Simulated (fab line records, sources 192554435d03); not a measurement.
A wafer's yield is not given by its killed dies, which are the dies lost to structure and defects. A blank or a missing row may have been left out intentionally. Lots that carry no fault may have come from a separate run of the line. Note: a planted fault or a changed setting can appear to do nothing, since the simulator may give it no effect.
fab line records    flow n5_finfet
[record] lots = 3  wafers = 9  last_day = 18
route steps=1938 shown BEOL_M7@1271 PASSIVATION@1936
lots with no fault: from the same line, run without faults
start_h: start of the lot's first displayed wafer, in hours after the record's first day    wait_h: hours elapsed since this lot's preceding step    " the same as in the row above    L1.1+2: one row covering several wafers at once    - either no value or no given start    * or withheld: withheld    < > ~ a bound
route shown NAME@n: a module of which the file shows steps, and the number in the route of the first    usual: the fault-free wafers' mean and standard deviation    same: alike in all rows    chamber/n: place in a boat    sites: readings site by site    _std_site: how widely they spread, as a standard deviation    _edge_site: mean of outer sites minus mean of inner sites    radius_mm: how far each site lies from the wafer's centre    mask NAME#n: copy n    behind: the most recent tool/chamber to have shaped the wafer    hold: why the lot was held/for how many hours/how that ended    device: transistor that didn't switch, given as n, p or np    end of line: tests of these same wafers at the route's end    step lacking rows: just its recipe    killed: dies that structure and defects cost at the first sort, which is not the same as the wafer's yield    map: the dies of a wafer, with x for killed, . for not killed, _ for no die there
set.NAME: setting as actually run; set.NAME@STEP: the setting as run at that earlier step    model.NAME: the simulator's own value behind a step, which no gauge read
a table for each step, a row for each wafer; lots at some steps of the route
services: when a tool's chamber went out of use (start_h, in hours from the record's first day, below 0 if earlier), for how many hours, and the reason
[[steps]]
[step N5_BEOL_M7_EBR_07]
[recipe] solvent = PGMEA  ebr_width_mm = 1.5
[step N5_BEOL_M7_SOFTBAKE_06]
[recipe] temp_c = 110  time_s = 60  resist = CAR-ArF
[step N5_BEOL_M7_EXPOSE_08]
[recipe] mask_id = M7  na = 1.35  source_shape = dipole  sigma_inner = 0.817  sigma_outer = 0.97  polarization = te  dose_mj = 68.25
[step N5_BEOL_M7_PEB_09]
[recipe] peb_temp_c = withheld  peb_time_s = 60  resist = CAR-ArF
[step N5_BEOL_M7_DEVELOP_10]
[recipe] develop_time_s = 30  developer = TMAH  resist = CAR-ArF  rinse_liquid = diw  dry = air_spin  dev_temp_c = 23
[step N5_BEOL_M7_DESCUM_16]
[recipe] chemistry = O2  time_s = 7.9  source_power_w = 50  bias_power_w = 20  pressure_mtorr = 20  rf_frequency_hz = 2.712e+07  temp_c = 40  resist = CAR-ArF  o2_flow_sccm = 225
[step N5_BEOL_M7_ETCH_61]
[recipe] chemistry = CF4  target = SiARC  target_depth_a = 455  mask_material = CAR-ArF  time_s = 75.8  ion_energy_ev = 80  pressure_mtorr = 40  source_w = 545  bias_w = 36  Ar_flow_sccm = 100  cf4_flow_sccm = 100  ends = cleared
[step N5_BEOL_M7_ETCH_62]
[recipe] chemistry = N2/H2  target = SOC  target_depth_a = 1100  overetch_a = 220  mask_material = SiARC  temp_c = 40  time_s = 165  ion_energy_ev = 200  pressure_mtorr = 30  source_w = 840  bias_w = 150  n2_flow_sccm = 200  h2_flow_sccm = 200
[step N5_BEOL_M7_STRIP_68]
[recipe] chemistry = N2/H2  temp_c = 40  n2_flow_sccm = 200  h2_flow_sccm = 200  rf_frequency_hz = 6e+07
[step N5_BEOL_M7_STRIP_67]
[recipe] chemistry = CF4  resist = SiARC  power_w = 300  bias_power_w = 75  pressure_mtorr = 50  cf4_flow_sccm = 150  rf_frequency_hz = 6e+07
[usual] drypump_motor_current_A = 5.7/0.47  oes_product_au = 0.79/0.083  rf_vpp_V = 271.2/1.6  showerhead_plenum_p_Torr = 1.79/0.061  throttle_valve_pct = 13.59/0.26
lot.wafer  tool         chamber  start_h  wait_h  drypump_motor_current_A  oes_product_au  rf_hours_counter_h  rf_vpp_V  showerhead_plenum_p_Torr  throttle_valve_pct
L629.2     rie_diel-06  2        208.76   0.0     6.5                      0.74            168                 269.8     1.72                      13.48
L629.4     "            3        "        "       5.4                      0.69            211                 272.3     1.78                      13.88
L629.6     "            1        "        "       5.6                      0.70            -                   270.6     1.85                      14.05
L641.1     rie_diel-06  2        313.70   0.0     6.4                      0.73            192                 269.8     1.71                      13.51
L641.5     "            0        "        "       5.2                      0.87            -                   270.5     1.76                      13.36
L641.6     "            3        "        "       5.4                      0.68            -                   271.7     1.77                      13.93
L647.3     rie_diel-02  3        357.69   0.0     5.8                      0.75            145                 269.7     1.73                      14.01
L647.4     "            2        "        "       6.0                      0.70            217                 272.3     1.85                      13.82
L647.5     "            1        "        "       6.3                      0.84            -                   269.7     1.82                      13.31
[step N5_BEOL_M7_HM_OPEN_17]
[recipe] chemistry = Cl2/BCl3  target_depth_a = 200  overetch_a = 60  target = TiN  mask_material = SOC  ion_energy_ev = 150  pressure_mtorr = 10  icp_w = 1000  bias_w = 126  Cl2_flow_sccm = 53.25  bcl3_flow_sccm = 21.75  Ar_flow_sccm = 25
[step N5_BEOL_M7_STRIP_19]
[recipe] chemistry = O2  power_w = 400  temp_c = 40  pressure_mtorr = 30  rf_frequency_hz = 6e+07  bias_power_w = 0  overash_fraction = 0.2  o2_flow_sccm = 225
[step N5_BEOL_M7_COAT_63]
[recipe] resist = SOC  temp_c = 250  time_s = 60  spin_rpm = 1500  resist_thk_nm = 60
[step N5_BEOL_M7_COAT_64]
[recipe] resist = SiARC  temp_c = 220  time_s = 60  spin_rpm = 1500  resist_thk_nm = 12
[step N5_BEOL_M7_COAT_71]
[recipe] resist = underlayer  temp_c = 205  time_s = 60  spin_rpm = 1500  resist_thk_nm = 5
[step N5_BEOL_M7_COAT_22]
[recipe] resist = CAR-EUV  spin_rpm = 1500  resist_thk_nm = 30
[step N5_BEOL_M7_EBR_24]
[recipe] solvent = PGMEA  ebr_width_mm = 1.5
[step N5_BEOL_M7_SOFTBAKE_23]
[recipe] temp_c = 110  time_s = 60  resist = CAR-EUV
[step N5_BEOL_M7_EXPOSE_25]
[recipe] mask_id = V6  na = 0.33  source_shape = annular  sigma_inner = 0.4  sigma_outer = 0.8  polarization = unpolarized  target_cd_nm = 40  dose_mj = 42.5
[step N5_BEOL_M7_PEB_26]
[recipe] peb_temp_c = 100  peb_time_s = 60  resist = CAR-EUV
[step N5_BEOL_M7_DEVELOP_27]
[recipe] develop_time_s = 30  developer = TMAH  resist = CAR-EUV  rinse_liquid = surfactant_rinse  dry = air_spin  dev_temp_c = 23
[step N5_BEOL_M7_INSPECT_30]
[recipe] mode = adi  inspect_instrument = brightfield
[usual] raw_defect_count = 413/78
lot.wafer  tool               chamber  start_h  wait_h  raw_defect_count
L629.2     defect_inspect-02  -        210.75   0.0     364
L629.4     "                  -        "        "       346
L629.6     "                  -        "        "       419
L641.1     defect_inspect-01  -        315.46   0.1     427
L641.5     "                  -        "        "       372
L641.6     "                  -        "        "       1690
L647.3     defect_inspect-02  -        360.88   0.0     388
L647.4     "                  -        "        "       525
L647.5     "                  -        "        "       330
[step N5_BEOL_M7_DESCUM_33]
[recipe] chemistry = O2  time_s = 7  source_power_w = 50  bias_power_w = 20  pressure_mtorr = 20  rf_frequency_hz = 2.712e+07  temp_c = 40  resist = CAR-EUV  o2_flow_sccm = 225
[step N5_PASSIVATION_PROBE_49]
[usual] defect_limited_yield = 91.6/1.6  killed_at_M0_to_M3 = 32/9.7  killed_at_M4_up = 13/4.4  killed_at_contacts = 12/6.5  killed_at_front_end = 38/12  killed_at_other = 3.7/3  killed_dies = 99/18  killed_open = 66/14  killed_short = 32/7.5  sort_bin_5_function = 4.9/1  sort_bin_6_memory = 3.2/0.73  sort_n_pass = 1081/18  sort_yield_pct = 91.6/1.6
[same] gross_dies = 1180  killed_at_back_side = 0  sort_bin_4_leakage[%] = 0  sort_bin_8_speed[%] = 0
lot.wafer  tool       chamber  start_h  wait_h  defect_limited_yield[%]  killed_at_M0_to_M3  killed_at_M4_up  killed_at_contacts  killed_at_front_end  killed_at_other  killed_dies  killed_open  killed_short  sort_bin_5_function[%]  sort_bin_6_memory[%]  sort_n_pass  sort_yield_pct[%]
L641.6     prober-01  -        390.16   0.3     78.2                     29                  174              8                   44                   2                257          69           30            13.8                    4.2                   923          78.2
// killed by level:class
L641.6 BEOL_M7:unspecified=158 FIN_SAQP:geometric_particle:open=14 FIN_SAQP:geometric_particle:short=7 STI_FIN_REVEAL:geometric_particle:open=7 BEOL_M1:geometric_particle:open=7 MOL_CONTACT_COAG:geometric_particle:open=6 BEOL_M2:geometric_particle:open=6 BEOL_M0_SAQP:geometric_particle:short=5
// map L641.6 (x killed, . not)
_________________............________________
______________.x.....x.x...x...._____________
___________..x.....x....x........x.__________
__________..........x..............._________
________..x........x.......x.......xx._______
_______........x..........x..........xx______
______..x...........xx..x..............._____
_____...x..........xx....x...............____
____.............x.....x..................___
___........x.............x...x.......x.x...__
___.....x...........xx...x....x..x..x......__
__....xx.x........................x........._
__.......x....x..............x....x........._
_........................x...................
_...............x...................x........
_...............x......x.x...xx....x.......x.
_................x.......x..xxxx.....x...xx..
_............x.........x.xxx.xxxxx..x...x....
_...x....x..x..........xxxxxxxx.xx.xx.x......
_..x......x........x.x.xxxxxxxxxxxxx.....x...
_...........x......x.xxxxxxxxxxxxxx......x...
__...............x...xxxxxxxxxxxxxx........._
__...x.............xxxxxxxxxxxxxxxxx........_
___.................xx.xxxxxxxxxxxx........__
___x............x.x...xxxxxxxxxxxxxx.x.....__
____x........x..x..xx.xxxxxxxxxxx.x.x.....___
_____............x.....xxxxxxxxxxx.x.....____
______................x..xxx..x.xx.x...._____
_______.x...x............xxxx.x........______
________.....x.............x..x.xx.x.._______
__________......x.................x._________
___________......x..x............x.__________
______________.x....x.........x._____________
_________________.......x.x..________________
// map L629.2 (x killed, . not)
_________________....x.......________________
______________.x.x.x..x.......x._____________
___________........x..x..........x.__________
__________......x..................._________
________...x.......x.x..........x.x..._______
_______....xx.x..x..x...x..............______
______.............................x.x.._____
_____x.....x.........................x...____
____..x..............x.x..x..x............___
___.x....x...x............x................__
___..............................x.......x.__
__.x..............................xx........_
__...............x...............x...x.x...._
_.x..x.x........x...............x..x.x.......
_...x........x............x..................
_..........................x.x....x..........
_..............x.......x...........x....x....
_.......x.....x..............x..............x
_.x...............x....x.....................
_.x..x................xx..x.....x..x....x....
_...x.....x..x......x.....................x..
__...........x...............x.....x........_
__..................x...............x......._
___.....x....................xx.x..........__
___.............xx...x.....x.............x.__
____......x..x......xx.x..................___
_____.x.x...x..........xx....x...........____
______.......x...x...................x.._____
_______....x..x.x..............x.......______
________..x......x....xx.....x......x._______
__________x...x..........x.......x.x_________
___________...x....................__________
______________.................._____________
_________________x.x.........________________
[[services]]
tool         chamber  start_h  hours  kind
rie_diel-02  2        214.00   6.4    repair
rie_diel-02  1        219.30   40.8   repair
rie_diel-06  3        252.54   2.8    repair
rie_diel-06  3        326.10   3.0    repair
rie_diel-06  1        356.46   -      clean
rie_diel-06  1        356.46   -      consumable_replace:focus_ring
rie_diel-06  1        356.46   29.5   scheduled_down
rie_diel-06  1        356.46   29.5   vent_cycle
[[key]]
[first_sign] step = N5_BEOL_M7_INSPECT_30  reading = raw_defect_count  direction = up  sigmas = 16  usual = 413  struck = 1690
[effect] step = N5_PASSIVATION_PROBE_49  reading = killed_at_M4_up  direction = up  sigmas = 36  usual = 13  struck = 174
[more_kills_born_at] N5_BEOL_M7_STRIP_67@rie_diel-06 = 158
met_at N5_BEOL_M7_STRIP_67
struck_wafers L641.6
onset_between 208.76 313.70
[fault] kind = chamber_particle_source  tool = rie_diel-06  chamber = 3  onset_h = 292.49  steps = N5_BEOL_M7_STRIP_67  rate_per_visit_cm2 = 1.9588  end_h = 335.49
